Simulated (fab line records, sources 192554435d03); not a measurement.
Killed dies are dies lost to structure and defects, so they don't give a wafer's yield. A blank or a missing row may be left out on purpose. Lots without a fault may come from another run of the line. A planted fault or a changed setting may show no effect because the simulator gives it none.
fab line records | flow n5_finfet | part 1 of 2: steps 1 to 20 of 30
record lots=5 wafers=15 last_day=15
route steps=1938 shown BEOL_M12@1603
lots that met no fault: from a run of the same line without faults
start_h: hours from the record's first day to the start of the lot's first wafer shown | wait_h: hours since the lot's step before | " the same as in the row above | L1.1+2: a row that stands for several wafers | - no value, or no start given | * or withheld: withheld | < > ~ a bound
route shown NAME@n: a module of which the file shows steps, and the number in the route of the first | usual: mean/standard deviation of fault-free wafers | same: alike in all rows | chamber/n: place in a boat | sites: the reading at each site | _std_site: their standard deviation | _edge_site: outer sites' mean less inner sites' | radius_mm: how far each site lies from the wafer's centre | mask NAME#n: copy n | behind: the tool/chamber that last shaped the wafer | hold: why the lot was held/for how many hours/how that ended | device: the transistor (n, p or np) that didn't switch | end of line: the same wafers' tests at the end of the route | a step without rows: its recipe alone | killed: dies lost to structure and defects at the first sort, not the wafer's yield | map: a wafer's dies, x killed, . not, _ none there
set.NAME: the setting as run; set.NAME@STEP: as run at that earlier step | model.NAME: the simulator's own value behind a step, which no gauge read
lots at some steps of the route; a table a step, a row a wafer
services: from which hour (start_h, from the record's first day; less than 0 if before it) a tool's chamber was out of use, for how many hours, and why
## steps
# step N5_BEOL_M12_THK_MEAS_01
# recipe reads=SiOC_of_BEOL_M12_ILD_DEP_00
# usual M12_ILD_THK=660/7.7
# columns lot.wafer tool chamber start_h wait_h M12_ILD_THK[nm]
L076.1 film_metro-02 - 248.74 0.1 652
L076.3 " - " " 655
L076.5 " - " " 674
L078.1 film_metro-02 - 249.59 0.1 646
L078.5 " - " " 652
L078.6 " - " " 657
L081.1 film_metro-01 - 266.40 0.1 652
L081.2 " - " " 657
L081.5 " - " " 655
L087.1 film_metro-01 - 316.20 0.1 649
L087.3 " - " " 656
L087.5 " - " " 665
L088.2 film_metro-02 - 316.31 0.1 654
L088.4 " - " " 659
L088.6 " - " " 656
# step N5_BEOL_M12_COAT_58
# recipe resist=BARC temp_c=205 time_s=60 spin_rpm=1500 resist_thk_nm=89
# usual heater_power_total_W=391.7/1.3 plate_temp_C=204.96/0.16 spin_speed_rpm=1500.1/0.98
# columns lot.wafer tool chamber start_h wait_h heater_power_total_W plate_temp_C spin_speed_rpm
L076.1 litho_track-04 0 248.77 0.0 392.3 204.98 1500.1
L076.3 " 0 " " 393.4 205.12 1499.3
L076.5 " 0 " " 390.7 204.77 1501.3
L078.1 litho_track-05 0 249.62 0.0 390.7 205.11 1497.9
L078.5 " 0 " " 391.5 204.81 1499.2
L078.6 " 0 " " 391.3 205.00 1498.6
L081.1 litho_track-04 0 266.43 0.0 392.2 205.04 1500.6
L081.2 " 0 " " 389.5 204.95 1500.8
L081.5 " 0 " " 393.4 204.90 1499.8
L087.1 litho_track-04 0 316.23 0.0 391.2 205.10 1500.2
L087.3 " 0 " " 391.0 204.86 1499.6
L087.5 " 0 " " 389.9 204.84 1500.7
L088.2 litho_track-04 0 316.34 0.0 392.3 204.95 1499.6
L088.4 " 0 " " 392.6 205.14 1499.9
L088.6 " 0 " " 392.0 205.21 1500.9
# step N5_BEOL_M12_COAT_04
# recipe spin_rpm=1625 resist_thk_nm=400
# usual spin_speed_rpm=1624.7/1.1
# columns lot.wafer tool chamber start_h wait_h spin_speed_rpm
L076.1 litho_track-04 0 - - 1625.9
L076.3 " 0 " " 1624.8
L076.5 " 0 " " 1624.8
L078.1 litho_track-05 0 - - 1623.6
L078.5 " 0 " " 1624.3
L078.6 " 0 " " 1626.0
L081.1 litho_track-04 0 - - 1624.6
L081.2 " 0 " " 1624.3
L081.5 " 0 " " 1625.6
L087.1 litho_track-04 0 - - 1623.7
L087.3 " 0 " " 1621.8
L087.5 " 0 " " 1626.4
L088.2 litho_track-04 0 - - 1624.5
L088.4 " 0 " " 1626.2
L088.6 " 0 " " 1625.8
# step N5_BEOL_M12_EBR_06
# recipe solvent=PGMEA ebr_width_mm=1.5
# columns lot.wafer tool chamber start_h wait_h
L076.1+3+5 litho_track-04 0 - -
L078.1+5+6 litho_track-05 0 - -
L081.1+2+5 litho_track-04 0 - -
L087.1+3+5 litho_track-04 0 - -
L088.2+4+6 litho_track-04 0 - -
# step N5_BEOL_M12_SOFTBAKE_05
# recipe temp_c=130 time_s=60
# usual heater_power_total_W=218.5/1.6 plate_temp_C=130.00/0.14
# columns lot.wafer tool chamber start_h wait_h heater_power_total_W plate_temp_C
L076.1 litho_track-04 0 - - 216.7 130.07
L076.3 " 0 " " 220.2 129.92
L076.5 " 0 " " 217.1 130.15
L078.1 litho_track-05 0 - - 220.8 129.90
L078.5 " 0 " " 216.4 130.12
L078.6 " 0 " " 220.2 129.92
L081.1 litho_track-04 0 - - 217.3 129.84
L081.2 " 0 " " 216.7 129.62
L081.5 " 0 " " 216.4 129.89
L087.1 litho_track-04 0 - - 216.5 130.06
L087.3 " 0 " " 216.9 129.92
L087.5 " 0 " " 219.2 130.14
L088.2 litho_track-04 0 - - 220.5 129.78
L088.4 " 0 " " 216.5 129.87
L088.6 " 0 " " 216.8 130.06
# step N5_BEOL_M12_EXPOSE_07
# recipe mask_id=V11 na=0.93 source_shape=conventional sigma_outer=0.6 polarization=unpolarized attpsm_phase_deg=180 dose_mj=32.5
# usual reticle_temp_C=22.99/0.11
# columns lot.wafer tool chamber start_h wait_h mask reticle_temp_C
L076.1 krf_scanner-02 0 248.87 - V11#0 23.01
L076.3 " 0 " " V11#0 23.00
L076.5 " 0 " " V11#0 23.01
L078.1 krf_scanner-01 0 249.85 - V11#0 23.11
L078.5 " 0 " " V11#0 22.84
L078.6 " 0 " " V11#0 23.03
L081.1 krf_scanner-01 0 266.53 - V11#0 22.84
L081.2 " 0 " " V11#0 22.98
L081.5 " 0 " " V11#0 22.89
L087.1 krf_scanner-02 0 316.33 - V11#0 22.96
L087.3 " 0 " " V11#0 22.91
L087.5 " 0 " " V11#0 22.95
L088.2 krf_scanner-01 0 316.57 - V11#0 23.02
L088.4 " 0 " " V11#0 23.04
L088.6 " 0 " " V11#0 22.94
# step N5_BEOL_M12_PEB_08
# recipe peb_temp_c=130 peb_time_s=90
# usual heater_power_total_W=172.5/0.79 plate_temp_C=129.98/0.12
# columns lot.wafer tool chamber start_h wait_h heater_power_total_W plate_temp_C
L076.1 litho_track-04 0 248.93 0.1 171.0 130.01
L076.3 " 0 " " 172.8 129.85
L076.5 " 0 " " 172.2 129.95
L078.1 litho_track-05 0 249.90 0.1 173.0 130.10
L078.5 " 0 " " 173.0 130.05
L078.6 " 0 " " 171.6 129.81
L081.1 litho_track-03 0 266.59 0.1 171.4 129.94
L081.2 " 0 " " 171.6 129.94
L081.5 " 0 " " 172.0 129.75
L087.1 litho_track-04 0 316.39 0.1 170.8 130.12
L087.3 " 0 " " 172.3 130.07
L087.5 " 0 " " 171.0 129.88
L088.2 litho_track-04 0 316.62 0.0 173.0 130.02
L088.4 " 0 " " 173.3 130.12
L088.6 " 0 " " 173.6 130.01
# step N5_BEOL_M12_DEVELOP_09
# recipe develop_time_s=45 rinse_liquid=diw dry=air_spin dev_temp_c=21
# usual developer_temp_C=21.01/0.12
# columns lot.wafer tool chamber start_h wait_h developer_temp_C
L076.1 litho_track-04 0 - - 21.13
L076.3 " 0 " " 21.09
L076.5 " 0 " " 21.19
L078.1 litho_track-05 0 - - 20.88
L078.5 " 0 " " 21.04
L078.6 " 0 " " 20.96
L081.1 litho_track-03 0 - - 20.69
L081.2 " 0 " " 20.85
L081.5 " 0 " " 20.93
L087.1 litho_track-04 0 - - 20.95
L087.3 " 0 " " 21.08
L087.5 " 0 " " 21.11
L088.2 litho_track-04 0 - - 21.01
L088.4 " 0 " " 20.98
L088.6 " 0 " " 20.93
# step N5_BEOL_M12_HARDBAKE_14
# recipe temp_c=130 time_s=120
# usual heater_power_total_W=148.1/0.89 plate_temp_C=130.02/0.14
# columns lot.wafer tool chamber start_h wait_h heater_power_total_W plate_temp_C
L076.1 litho_track-04 0 - - 148.3 129.98
L076.3 " 0 " " 146.8 129.79
L076.5 " 0 " " 148.6 129.95
L078.1 litho_track-05 0 - - 147.8 130.12
L078.5 " 0 " " 148.2 130.02
L078.6 " 0 " " 148.8 129.73
L081.1 litho_track-03 0 - - 147.4 130.09
L081.2 " 0 " " 148.7 129.99
L081.5 " 0 " " 146.3 130.03
L087.1 litho_track-04 0 - - 149.2 130.10
L087.3 " 0 " " 148.9 129.94
L087.5 " 0 " " 149.4 130.02
L088.2 litho_track-04 0 - - 148.8 130.13
L088.4 " 0 " " 148.2 129.92
L088.6 " 0 " " 147.1 129.83
# step N5_BEOL_M12_CD_MEAS_10
# recipe target_cd_nm=140 landing_energy_ev=500 detector=se_inlens polarity=opening
# usual cd_nm=139.9/1.1
# columns lot.wafer tool chamber start_h wait_h cd_nm
L076.1 cd_sem-01 0 249.05 - 139.1
L076.3 " 0 " " 141.4
L076.5 " 0 " " 138.7
L078.1 cd_sem-01 0 250.02 - 139.9
L078.5 " 0 " " 139.5
L078.6 " 0 " " 140.4
L081.1 cd_sem-01 0 266.71 - 140.1
L081.2 " 0 " " 139.0
L081.5 " 0 " " 139.2
L087.1 cd_sem-03 0 316.50 - 141.5
L087.3 " 0 " " 140.3
L087.5 " 0 " " 141.5
L088.2 cd_sem-02 0 316.74 - 137.9
L088.4 " 0 " " 137.7
L088.6 " 0 " " 140.6
# step N5_BEOL_M12_OVL_MEAS_11
# recipe points_per_wafer=44
# usual V11_OVL=4/5.1
# columns lot.wafer tool chamber start_h wait_h V11_OVL[nm]
L076.1 overlay-02 0 249.08 0.0 -6
L076.3 " 0 " " 2
L076.5 " 0 " " 1
L078.1 overlay-01 0 250.05 0.0 2
L078.5 " 0 " " 8
L078.6 " 0 " " 10
L081.1 overlay-02 0 266.74 0.0 6
L081.2 " 0 " " 2
L081.5 " 0 " " 5
L087.1 overlay-02 0 316.54 0.0 6
L087.3 " 0 " " -3
L087.5 " 0 " " 7
L088.2 overlay-02 0 316.77 0.0 -4
L088.4 " 0 " " 7
L088.6 " 0 " " 8
# step N5_BEOL_M12_INSPECT_12
# recipe mode=adi inspect_instrument=macro
# usual raw_defect_count=2.1/1.4
# columns lot.wafer tool chamber start_h wait_h raw_defect_count
L076.1 defect_inspect-02 - 249.10 0.0 2
L076.3 " - " " 2
L076.5 " - " " 1
L078.1 defect_inspect-01 - 250.07 0.0 0
L078.5 " - " " 1
L078.6 " - " " 3
L081.1 defect_inspect-02 - 266.76 0.0 1
L081.2 " - " " 1
L081.5 " - " " 4
L087.1 defect_inspect-02 - 316.56 0.0 6
L087.3 " - " " 3
L087.5 " - " " 2
L088.2 defect_inspect-01 - 316.79 0.0 2
L088.4 " - " " 3
L088.6 " - " " 1
# step N5_BEOL_M12_DESCUM_15
# recipe chemistry=O2 time_s=7.9 source_power_w=50 bias_power_w=20 pressure_mtorr=20 rf_frequency_hz=2.712e+07 temp_c=40 o2_flow_sccm=225
# usual drypump_motor_current_A=6.0/0.39 oes_product_au=0.82/0.08 rf_vpp_V=243.0/1.2 showerhead_plenum_p_Torr=2.09/0.065 throttle_valve_pct=20.42/0.24
# columns lot.wafer tool chamber start_h wait_h drypump_motor_current_A oes_product_au rf_hours_counter_h rf_vpp_V showerhead_plenum_p_Torr throttle_valve_pct
L076.1 rie_diel-04 2 249.15 0.0 5.3 0.90 29 243.5 2.03 19.99
L076.3 " 3 " " 6.3 0.91 15 245.5 2.24 20.54
L076.5 " 3 " " 6.3 0.92 - 245.1 2.24 20.55
L078.1 rie_diel-05 0 250.74 0.7 6.0 0.81 99 242.0 2.02 20.17
L078.5 " 3 " " 6.2 0.70 - 243.5 2.15 20.84
L078.6 " 0 " " 6.0 0.82 - 240.6 2.02 20.17
L081.1 rie_diel-05 3 266.79 0.0 6.2 0.69 239 243.0 2.15 20.84
L081.2 " 2 " " 6.3 0.76 113 241.7 2.02 20.21
L081.5 " 1 " " 6.2 0.87 - 243.7 2.05 20.51
L087.1 rie_diel-04 1 316.61 0.0 6.0 0.68 240 243.1 2.07 20.53
L087.3 " 3 " " 6.3 0.86 40 244.7 2.23 20.58
L087.5 " 0 " " 5.4 0.88 - 242.6 2.13 20.19
L088.2 rie_diel-04 1 316.91 0.1 6.0 0.67 240 243.7 2.06 20.52
L088.4 " 3 " " 6.3 0.88 40 244.9 2.23 20.57
L088.6 " 1 " " 6.0 0.67 - 243.9 2.07 20.52
# step N5_BEOL_M12_ETCH_59
# recipe chemistry=N2/H2 target=BARC target_depth_a=890 overetch_a=267 time_s=67.9 ion_energy_ev=200 pressure_mtorr=30 source_w=840 bias_w=150 n2_flow_sccm=200 h2_flow_sccm=200
# usual bias_w=150.0/0.47 drypump_motor_current_A=6.0/0.39 oes_product_au=0.70/0.067 rf_vpp_V=523.7/2.3 showerhead_plenum_p_Torr=2.54/0.076 throttle_valve_pct=17.88/0.24
# columns lot.wafer tool chamber start_h wait_h bias_w drypump_motor_current_A oes_product_au rf_hours_counter_h rf_vpp_V showerhead_plenum_p_Torr throttle_valve_pct
L076.1 rie_diel-04 2 249.19 0.0 149.8 5.4 0.76 29 523.0 2.48 17.44
L076.3 " 3 " " 149.8 6.3 0.77 15 529.2 2.71 17.88
L076.5 " 3 " " 149.5 6.3 0.77 - 528.0 2.71 17.87
L078.1 rie_diel-05 0 250.78 0.0 149.9 6.1 0.69 99 522.7 2.46 17.76
L078.5 " 3 " " 150.4 6.2 0.60 - 525.3 2.61 18.38
L078.6 " 0 " " 150.3 6.1 0.69 - 521.7 2.46 17.76
L081.1 rie_diel-05 3 266.83 0.0 149.7 6.2 0.59 239 526.1 2.61 18.37
L081.2 " 2 " " 150.7 6.3 0.66 113 522.1 2.46 17.71
L081.5 " 1 " " 150.2 6.2 0.75 - 521.3 2.49 17.85
L087.1 rie_diel-04 1 316.64 0.0 149.5 6.0 0.57 240 523.6 2.51 18.03
L087.3 " 3 " " 149.8 6.3 0.75 40 528.8 2.69 17.93
L087.5 " 0 " " 149.7 5.4 0.74 - 527.1 2.60 17.66
L088.2 rie_diel-04 1 316.95 0.0 149.9 6.0 0.58 240 522.2 2.52 18.02
L088.4 " 3 " " 149.8 6.3 0.74 40 527.7 2.69 17.92
L088.6 " 1 " " 149.5 6.0 0.57 - 522.6 2.51 18.04
# step N5_BEOL_M12_VIA_ETCH_16
# recipe chemistry=C4F8/O2/Ar target=SiOC pressure_mtorr=30 source_w=3000 bias_w=700 Ar_flow_sccm=400 C4F8_flow_sccm=15 O2_flow_sccm=8 he_inner_torr=15 he_outer_torr=30 target_depth_a=7248 time_s=withheld ion_energy_ev=250 ends=cleared
# usual bias_w=699.9/2.1 drypump_motor_current_A=6.0/0.4 oes_product_au=0.74/0.074 rf_vpp_V=665.1/2.8 showerhead_plenum_p_Torr=3.41/0.094 throttle_valve_pct=24.20/0.22
# columns lot.wafer tool chamber start_h wait_h bias_w drypump_motor_current_A oes_product_au rf_vpp_V showerhead_plenum_p_Torr throttle_valve_pct
L076.1 rie_diel-04 2 249.24 0.0 700.2 5.3 0.81 663.6 3.35 23.87
L076.3 " 3 " " 698.2 6.3 0.83 671.2 3.62 24.32
L076.5 " 3 " " 698.3 6.3 0.83 671.5 3.62 24.30
L078.1 rie_diel-05 0 250.83 0.0 699.0 6.0 0.72 663.3 3.32 24.00
L078.5 " 3 " " 699.2 6.3 0.62 668.7 3.51 24.62
L078.6 " 0 " " 699.4 6.0 0.72 662.2 3.32 23.97
L081.1 rie_diel-05 3 266.88 0.0 701.2 6.2 0.62 668.8 3.50 24.63
L081.2 " 2 " " 699.7 6.3 0.69 661.8 3.31 23.99
L081.5 " 1 " " 699.5 6.2 0.80 662.9 3.35 24.25
L087.1 rie_diel-04 1 316.70 0.0 704.0 6.0 0.60 664.1 3.37 24.20
L087.3 " 3 " " 698.6 6.3 0.79 670.8 3.61 24.34
L087.5 " 0 " " 697.2 5.4 0.79 667.7 3.48 23.97
L088.2 rie_diel-04 1 317.00 0.0 698.6 6.0 0.61 663.4 3.37 24.20
L088.4 " 3 " " 701.4 6.4 0.79 672.2 3.61 24.33
L088.6 " 1 " " 698.8 6.0 0.60 663.6 3.37 24.18
# step N5_BEOL_M12_STRIP_63
# recipe chemistry=N2/H2 power_w=1000 temp_c=250 h2_frac=0.65 overash_fraction=0.3 pressure_mtorr=1000 n2_flow_sccm=1750 h2_flow_sccm=3250
# usual drypump_motor_current_A=5.56/0.18 heater_power_w=345/24 oes_product_au=0.693/0.0041 strip_time_to_endpoint_s=42.3/0.79
# columns lot.wafer tool chamber start_h wait_h drypump_motor_current_A heater_power_w oes_product_au rf_hours_counter_h strip_time_to_endpoint_s
L076.1 plasma_asher-02 1 249.44 - 5.75 335 0.695 73 42.7
L076.3 " 0 " " 5.35 336 0.692 - 42.7
L076.5 " 0 " " 5.36 327 0.694 - 41.3
L078.1 plasma_asher-02 1 251.03 - 5.74 330 0.696 74 44.0
L078.5 " 1 " " 5.73 341 0.692 - 44.2
L078.6 " 0 " " 5.38 345 0.691 - 43.0
L081.1 plasma_asher-02 1 267.08 - 5.75 342 0.694 76 43.4
L081.2 " 0 " " 5.38 339 0.705 76 42.4
L081.5 " 1 " " 5.74 322 0.693 - 42.7
L087.1 plasma_asher-02 1 316.90 - 5.73 338 0.695 87 43.5
L087.3 " 1 " " 5.73 334 0.694 - 42.3
L087.5 " 0 " " 5.37 333 0.694 - 41.9
L088.2 plasma_asher-02 1 317.20 - 5.75 340 0.691 87 42.9
L088.4 " 1 " " 5.76 347 0.691 - 42.1
L088.6 " 1 " " 5.74 329 0.691 - 42.8
# step N5_BEOL_M12_STRIP_64
# recipe chemistry=N2/H2 power_w=1000 temp_c=250 h2_frac=0.65 overash_fraction=0.3 pressure_mtorr=withheld n2_flow_sccm=1750 h2_flow_sccm=3250
# usual drypump_motor_current_A=5.56/0.18 heater_power_w=345/24 oes_product_au=0.715/0.0048 strip_time_to_endpoint_s=31.32/0.07
# columns lot.wafer tool chamber start_h wait_h drypump_motor_current_A heater_power_w oes_product_au rf_hours_counter_h strip_time_to_endpoint_s
L076.1 plasma_asher-02 1 249.50 0.0 5.75 329 0.709 73 31.25
L076.3 " 0 " " 5.36 340 0.711 - 31.23
L076.5 " 0 " " 5.34 343 0.717 - 31.26
L078.1 plasma_asher-02 1 251.09 0.0 5.74 344 0.710 74 31.53
L078.5 " 1 " " 5.75 338 0.716 - 31.49
L078.6 " 0 " " 5.39 343 0.719 - 31.54
L081.1 plasma_asher-02 1 267.14 0.0 5.74 342 0.718 76 31.45
L081.2 " 0 " " 5.37 342 0.723 76 31.35
L081.5 " 1 " " 5.73 336 0.711 - 31.43
L087.1 plasma_asher-02 1 316.96 0.0 5.71 339 0.720 87 31.34
L087.3 " 1 " " 5.75 340 0.726 - 31.36
L087.5 " 0 " " 5.37 344 0.707 - 31.31
L088.2 plasma_asher-02 1 317.26 0.0 5.72 339 0.723 87 31.24
L088.4 " 1 " " 5.74 341 0.714 - 31.25
L088.6 " 1 " " 5.72 346 0.709 - 31.27
# step N5_BEOL_M12_STRIP_71
# recipe chemistry=post_etch_residue_remover time_s=60 temp_c=25 remover_ph=withheld remover_water_wt_pct=withheld remover_fluoride_wt_pct=withheld
# columns lot.wafer tool chamber start_h wait_h
L076.1+3+5 wet_bench-03 6,3,7 249.59 0.1
L078.1+5+6 wet_bench-03 6,1,3 251.18 0.1
L081.1+2+5 wet_bench-06 1,2,3 267.23 0.1
L087.1+3+5 wet_bench-06 5,6,2 317.28 0.3
L088.2+4+6 wet_bench-06 6,7,5 317.35 0.1
# step N5_BEOL_M12_SRD_72
# recipe time_s=30 temp_c=23 rinse_liquid=diw dry=n2_spin spin_rpm=1500 dry_time_s=30
# usual spin_rpm=1500.1/0.83
# columns lot.wafer tool chamber start_h wait_h spin_rpm
L076.1 wet_bench-03 6 249.61 0.0 1501.7
L076.3 " 3 " " 1500.3
L076.5 " 7 " " 1499.1
L078.1 wet_bench-03 6 251.20 0.0 1500.2
L078.5 " 1 " " 1499.1
L078.6 " 3 " " 1499.8
L081.1 wet_bench-06 1 267.25 0.0 1501.3
L081.2 " 2 " " 1500.2
L081.5 " 3 " " 1500.0
L087.1 wet_bench-06 5 317.30 0.0 1498.7
L087.3 " 6 " " 1498.2
L087.5 " 2 " " 1498.7
L088.2 wet_bench-06 6 317.37 0.0 1501.0
L088.4 " 7 " " 1501.2
L088.6 " 5 " " 1499.7
# step N5_BEOL_M12_CD_MEAS_17
# recipe target_cd_nm=140 polarity=opening
# usual cd_nm=139.8/1.3
# columns lot.wafer tool chamber start_h wait_h cd_nm
L076.1 cd_sem-03 - 249.65 0.0 139.3
L076.3 " - " " 141.2
L076.5 " - " " 139.3
L078.1 cd_sem-01 - 251.24 0.0 139.8
L078.5 " - " " 138.7
L078.6 " - " " 140.2
L081.1 cd_sem-01 - 267.29 0.0 139.1
L081.2 " - " " 138.6
L081.5 " - " " 138.8
L087.1 cd_sem-02 - 317.34 0.0 141.5
L087.3 " - " " 141.8
L087.5 " - " " 141.2
L088.2 cd_sem-02 - 317.41 0.0 136.5
L088.4 " - " " 138.3
L088.6 " - " " 140.5
